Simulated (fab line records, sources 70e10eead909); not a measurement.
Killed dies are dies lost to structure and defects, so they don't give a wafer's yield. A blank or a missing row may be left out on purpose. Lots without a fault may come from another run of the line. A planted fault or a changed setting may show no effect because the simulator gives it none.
Which tool did it? | flow nand_harc | 24 lots, 72 wafers sampled, at 4 steps of a route of 1159

WHAT THE GAUGES READ, wafer by wafer
NHARC_P_M0_OVL_MEAS_10: pitch 180 nm. Usual: overlay_x_nm 0.1 nm, standard deviation 0.87; overlay_y_nm -0.3 nm, standard deviation 1.1.
lot  | measured     | on         | overlay_x_nm (nm) | overlay_y_nm (nm) | flag
L074 | day 5 22:29  | overlay-02 | -0.2 -0.4 -0.1    | -1.7 -1.5 -1.8    |
L075 | day 6 03:57  | overlay-02 | 0.0 0.6 0.7       | 0.1 0.6 0.4       |
L076 | day 6 03:14  | overlay-01 | 0.0 0.1 -0.3      | 0.3 -0.4 0.1      |
L077 | day 7 00:34  | overlay-01 | 0.5 1.2 0.3       | 1.4 1.6 1.5       |
L078 | day 7 01:13  | overlay-01 | 0.9 1.6 1.3       | -0.1 0.0 0.3      |
L079 | day 7 05:31  | overlay-01 | 0.1 0.0 0.3       | -0.1 0.4 -0.3     |
L080 | day 7 06:43  | overlay-02 | 0.0 -0.3 -0.2     | -1.6 -1.5 -2.4    |
L081 | day 7 15:32  | overlay-02 | 0.9 1.1 1.2       | -1.7 -1.5 -1.9    |
L082 | day 7 20:19  | overlay-02 | 1.5 1.0 0.4       | 0.4 0.6 0.0       |
L084 | day 8 01:17  | overlay-02 | 0.4 0.6 0.9       | -0.7 -1.0 -0.5    |
L083 | day 8 01:28  | overlay-01 | 1.3 1.2 1.3       | -1.1 -0.6 -0.5    |
L086 | day 9 16:01  | overlay-02 | -0.3 0.1 -0.4     | 2.0 2.3 1.6       |
L088 | day 9 04:55  | overlay-02 | -1.8 -1.6 -1.8    | -1.4 -1.9 -1.7    |
L085 | day 9 05:55  | overlay-01 | 0.3 0.8 0.6       | 0.6 0.3 -0.1      |
L087 | day 9 21:17  | overlay-01 | -0.2 -0.1 -0.2    | 0.1 -0.3 0.2      |
L089 | day 9 23:17  | overlay-01 | -0.6 -0.5 -0.4    | 0.4 0.8 0.7       |
L090 | day 9 23:43  | overlay-01 | -0.7 -1.3 -0.2    | -2.4 -2.1 -2.1    |
L091 | day 10 00:25 | overlay-02 | 0.8 0.5 1.0       | 1.0 0.9 0.8       |
L092 | day 10 09:35 | overlay-02 | -1.5 -1.4 -1.2    | -0.1 0.9 -0.2     |
L093 | day 10 14:25 | overlay-02 | 1.3 1.0 1.8       | -0.6 -1.1 -0.7    |
L095 | day 10 18:38 | overlay-02 | 0.1 0.3 -0.2      | -0.3 -0.5 0.1     |
L094 | day 10 18:59 | overlay-02 | -1.2 -1.7 -0.7    | -1.3 -1.5 -1.5    |
L096 | day 11 09:04 | overlay-01 | 0.0 -0.4 -0.2     | -0.3 -0.5 0.5     |
L097 | day 11 22:34 | overlay-01 | -1.0 -0.1 0.0     | 0.0 0.8 0.0       |

WHICH TOOL RAN EACH LOT (tool, then ch and the chambers of the sampled wafers, then the start)
lot  | NHARC_P_GATE_ETCH_114                         | NHARC_P_GATE_STRIP_75                | NHARC_P_GATE_STRIP_113
L074 | rie_diel-03 ch 0,1,3, day 5 07:29 or earlier  | plasma_asher-02 ch 0,1, day 5 07:29  | plasma_asher-02 ch 0,1, day 5 10:42
L075 | rie_diel-02 ch 0,1, day 5 15:15 or earlier    | plasma_asher-01 ch 0,1, day 5 15:15  | plasma_asher-01 ch 0,1, day 5 18:49
L076 | rie_diel-03 ch 0,2,3, day 5 15:04 or earlier  | plasma_asher-02 ch 0,1, day 5 15:04  | plasma_asher-02 ch 0,1, day 5 18:17
L077 | rie_diel-02 ch 0,1,3, day 6 11:43 or earlier  | plasma_asher-01 ch 0,1, day 6 11:43  | plasma_asher-02 ch 0,1, day 6 14:49
L078 | rie_diel-03 ch 0,1,3, day 6 12:14 or earlier  | plasma_asher-02 ch 0,1, day 6 12:14  | plasma_asher-01 ch 0,1, day 6 15:49
L079 | rie_diel-02 ch 1,2,3, day 6 17:49 or earlier  | plasma_asher-02 ch 0,1, day 6 17:49  | plasma_asher-02 ch 0,1, day 6 21:07
L080 | rie_diel-09 ch 0,3, day 6 18:36 or earlier    | plasma_asher-01 ch 0,1, day 6 18:36  | plasma_asher-01 ch 0,1, day 6 22:24
L081 | rie_diel-09 ch 0,1, day 7 01:17 or earlier    | plasma_asher-02 ch 1, day 7 01:17    | plasma_asher-02 ch 0,1, day 7 04:34
L082 | rie_diel-09 ch 0,1,3, day 7 06:22 or earlier  | plasma_asher-02 ch 0,1, day 7 06:22  | plasma_asher-01 ch 0,1, day 7 09:34
L084 | rie_diel-03 ch 1,2,3, day 7 13:05 or earlier  | plasma_asher-02 ch 0,1, day 7 13:05  | plasma_asher-01 ch 1, day 7 16:09
L083 | rie_diel-02 ch 0,1,2, day 7 13:36 or earlier  | plasma_asher-01 ch 1, day 7 13:36    | plasma_asher-02 ch 0,1, day 7 16:38
L086 | rie_diel-03 ch 0,1,3, day 8 19:24 or earlier  | plasma_asher-01 ch 0,1, day 8 19:24  | plasma_asher-01 ch 0,1, day 8 22:57
L088 | rie_diel-02 ch 1,2,3, day 8 17:18 or earlier  | plasma_asher-01 ch 0,1, day 8 17:18  | plasma_asher-01 ch 0,1, day 8 20:42
L085 | rie_diel-09 ch 0,1,2, day 8 18:05 or earlier  | plasma_asher-01 ch 0,1, day 8 18:05  | plasma_asher-01 ch 0,1, day 8 21:34
L087 | rie_diel-03 ch 0,1,2, day 9 00:02 or earlier  | plasma_asher-01 ch 0,1, day 9 00:02  | plasma_asher-01 ch 0,1, day 9 02:57
L089 | rie_diel-03 ch 0,2, day 9 03:11 or earlier    | plasma_asher-02 ch 0,1, day 9 03:11  | plasma_asher-02 ch 0,1, day 9 06:13
L090 | rie_diel-02 ch 0,1,3, day 9 07:28 or earlier  | plasma_asher-01 ch 0,1, day 9 07:28  | plasma_asher-02 ch 0,1, day 9 10:38
L091 | rie_diel-03 ch 1,2,3, day 9 07:38 or earlier  | plasma_asher-02 ch 0,1, day 9 07:38  | plasma_asher-01 ch 0,1, day 9 10:49
L092 | rie_diel-09 ch 0,2,3, day 9 18:32 or earlier  | plasma_asher-01 ch 0,1, day 9 18:32  | plasma_asher-01 ch 0,1, day 9 21:52
L093 | rie_diel-09 ch 0,1,2, day 10 01:54 or earlier | plasma_asher-02 ch 0,1, day 10 01:54 | plasma_asher-01 ch 0,1, day 10 05:41
L095 | rie_diel-09 ch 1,2, day 10 06:16 or earlier   | plasma_asher-02 ch 0,1, day 10 06:16 | plasma_asher-01 ch 0,1, day 10 09:52
L094 | rie_diel-02 ch 0,3, day 10 06:28 or earlier   | plasma_asher-01 ch 0,1, day 10 06:28 | plasma_asher-02 ch 0,1, day 10 09:40
L096 | rie_diel-09 ch 0,1,3, day 10 20:19 or earlier | plasma_asher-02 ch 0,1, day 10 20:19 | plasma_asher-02 ch 0,1, day 10 23:35
L097 | rie_diel-03 ch 0,1,3, day 11 06:01 or earlier | plasma_asher-02 ch 0,1, day 11 06:01 | plasma_asher-01 ch 0,1, day 11 09:10
- NHARC_P_GATE_ETCH_114: etches the open film in CF4/O2, target depth 30 nm, overetch 3 nm, time 16.5 s.
- NHARC_P_GATE_STRIP_75: strips in O2.
- NHARC_P_GATE_STRIP_113: strips in N2/H2, time 740 s.

WHAT THE TOOLS THEMSELVES READ (means of the sampled wafers that have a number; where no wafer has one, the mark that the record gives instead)
NHARC_P_GATE_ETCH_114. Usual: bias_w 100.0 W, standard deviation 0.31; drypump_motor_current_A 5.8 A, standard deviation 0.34; oes_product_au 0.997 a.u., standard deviation 0.0087; rf_vpp_V 197.3 V, standard deviation 1.3; showerhead_plenum_p_Torr 1.31 Torr, standard deviation 0.051; throttle_valve_pct 13.397 %, standard deviation 0.0083.
lot  | tool        | bias_w (W) | drypump_motor_current_A (A) | oes_product_au (a.u.) | rf_vpp_V (V) | showerhead_plenum_p_Torr (Torr) | throttle_valve_pct (%) | flag
L074 | rie_diel-03 | 100.2      | 5.7                         | 1.000                 | 198.0        | 1.33                            | 13.401                 |
L075 | rie_diel-02 | 100.1      | 5.5                         | 0.996                 | 196.6        | 1.27                            | 13.397                 |
L076 | rie_diel-03 | 99.9       | 5.8                         | 0.997                 | 198.0        | 1.35                            | 13.395                 |
L077 | rie_diel-02 | 100.1      | 6.0                         | 1.000                 | 196.3        | 1.27                            | 13.392                 |
L078 | rie_diel-03 | 99.9       | 5.7                         | 0.991                 | 198.6        | 1.33                            | 13.397                 |
L079 | rie_diel-02 | 100.2      | 5.7                         | 1.002                 | 197.2        | 1.27                            | 13.397                 |
L080 | rie_diel-09 | 99.8       | 6.0                         | 0.990                 | 197.6        | 1.33                            | 13.396                 |
L081 | rie_diel-09 | 100.3      | 5.6                         | 0.996                 | 196.1        | 1.27                            | 13.393                 |
L082 | rie_diel-09 | 99.8       | 5.8                         | 1.002                 | 196.4        | 1.30                            | 13.397                 |
L084 | rie_diel-03 | 99.9       | 5.7                         | 0.995                 | 197.7        | 1.35                            | 13.400                 |
L083 | rie_diel-02 | 100.3      | 5.7                         | 0.996                 | 197.3        | 1.29                            | 13.391                 |
L086 | rie_diel-03 | 100.0      | 5.7                         | 0.994                 | 197.9        | 1.33                            | 13.392                 |
L088 | rie_diel-02 | 100.2      | 5.7                         | 1.018                 | 196.7        | 1.26                            | 13.390                 |
L085 | rie_diel-09 | 100.1      | 5.8                         | 0.996                 | 196.2        | 1.26                            | 13.398                 |
L087 | rie_diel-03 | 100.1      | 5.8                         | 0.995                 | 199.2        | 1.36                            | 13.396                 |
L089 | rie_diel-03 | 99.5       | 5.9                         | 0.995                 | 198.5        | 1.36                            | 13.401                 |
L090 | rie_diel-02 | 100.0      | 5.9                         | 0.996                 | 196.7        | 1.26                            | 13.403                 |
L091 | rie_diel-03 | 100.0      | 5.7                         | 0.988                 | 198.7        | 1.34                            | 13.394                 |
L092 | rie_diel-09 | 100.3      | 6.0                         | 0.990                 | 196.9        | 1.29                            | 13.397                 |
L093 | rie_diel-09 | 99.9       | 5.8                         | 0.991                 | 196.1        | 1.26                            | 13.400                 |
L095 | rie_diel-09 | 100.2      | 5.7                         | 1.001                 | 196.0        | 1.26                            | 13.393                 |
L094 | rie_diel-02 | 99.9       | 6.4                         | 0.996                 | 197.1        | 1.26                            | 13.393                 |
L096 | rie_diel-09 | 100.2      | 5.8                         | 0.994                 | 197.1        | 1.30                            | 13.410                 |
L097 | rie_diel-03 | 100.0      | 5.7                         | 0.998                 | 197.8        | 1.32                            | 13.384                 |

NHARC_P_GATE_STRIP_75. Usual: drypump_motor_current_A 5.6 A, standard deviation 0.41; heater_power_w 311 W, standard deviation 20.
lot  | tool            | drypump_motor_current_A (A) | heater_power_w (W) | flag
L074 | plasma_asher-02 | 5.8                         | 316                |
L075 | plasma_asher-01 | 5.5                         | 318                |
L076 | plasma_asher-02 | 5.9                         | 317                |
L077 | plasma_asher-01 | 5.6                         | 311                |
L078 | plasma_asher-02 | 5.5                         | 303                |
L079 | plasma_asher-02 | 5.5                         | 304                |
L080 | plasma_asher-01 | 5.6                         | 311                |
L081 | plasma_asher-02 | 6.2                         | 333                |
L082 | plasma_asher-02 | 5.8                         | 315                |
L084 | plasma_asher-02 | 5.5                         | 303                |
L083 | plasma_asher-01 | 5.5                         | 339                |
L086 | plasma_asher-01 | 5.6                         | 311                |
L088 | plasma_asher-01 | 5.6                         | 312                |
L085 | plasma_asher-01 | 5.5                         | 321                |
L087 | plasma_asher-01 | 5.5                         | 325                |
L089 | plasma_asher-02 | 5.5                         | 295                |
L090 | plasma_asher-01 | 5.5                         | 323                |
L091 | plasma_asher-02 | 5.8                         | 305                |
L092 | plasma_asher-01 | 5.5                         | 325                |
L093 | plasma_asher-02 | 5.5                         | 294                |
L095 | plasma_asher-02 | 5.5                         | 303                |
L094 | plasma_asher-01 | 5.6                         | 310                |
L096 | plasma_asher-02 | 5.8                         | 305                |
L097 | plasma_asher-02 | 5.8                         | 302                |

NHARC_P_GATE_STRIP_113. Usual: drypump_motor_current_A 5.6 A, standard deviation 0.36; heater_power_w 83 W, standard deviation 5.5.
lot  | tool            | drypump_motor_current_A (A) | heater_power_w (W) | flag
L074 | plasma_asher-02 | 5.5                         | 81                 |
L075 | plasma_asher-01 | 5.6                         | 82                 |
L076 | plasma_asher-02 | 5.9                         | 84                 |
L077 | plasma_asher-02 | 5.5                         | 80                 |
L078 | plasma_asher-01 | 5.5                         | 87                 |
L079 | plasma_asher-02 | 5.5                         | 80                 |
L080 | plasma_asher-01 | 5.6                         | 81                 |
L081 | plasma_asher-02 | 5.8                         | 84                 |
L082 | plasma_asher-01 | 5.6                         | 84                 |
L084 | plasma_asher-01 | 5.4                         | 89                 |
L083 | plasma_asher-02 | 5.8                         | 84                 |
L086 | plasma_asher-01 | 5.6                         | 84                 |
L088 | plasma_asher-01 | 5.5                         | 86                 |
L085 | plasma_asher-01 | 5.6                         | 88                 |
L087 | plasma_asher-01 | 5.5                         | 86                 |
L089 | plasma_asher-02 | 5.5                         | 78                 |
L090 | plasma_asher-02 | 5.5                         | 78                 |
L091 | plasma_asher-01 | 5.5                         | 86                 |
L092 | plasma_asher-01 | 5.6                         | 83                 |
L093 | plasma_asher-01 | 5.6                         | 83                 |
L095 | plasma_asher-01 | 5.6                         | 81                 |
L094 | plasma_asher-02 | 5.8                         | 81                 |
L096 | plasma_asher-02 | 5.8                         | 81                 |
L097 | plasma_asher-01 | 5.6                         | 82                 |

THE ANSWER, worked out from the rows above alone
Rule: a lot is off if the mean of its wafers that have a number lies more than 3 standard deviations from the usual mean. A lot without any number at a reading at which 4 lots or more have one is off too. The other lots that the step has rows for count as sound. The gauges are gone through in route order, then the tools' own readings, and for those a lot's mean is taken as printed above. The first step at which some lot is off is used, and at that step the reading that is off furthest; a lot without a number counts as furthest.
No lot is off at any reading shown: from this, nothing can be told.

WHAT THE SIMULATOR HAD PUT IN
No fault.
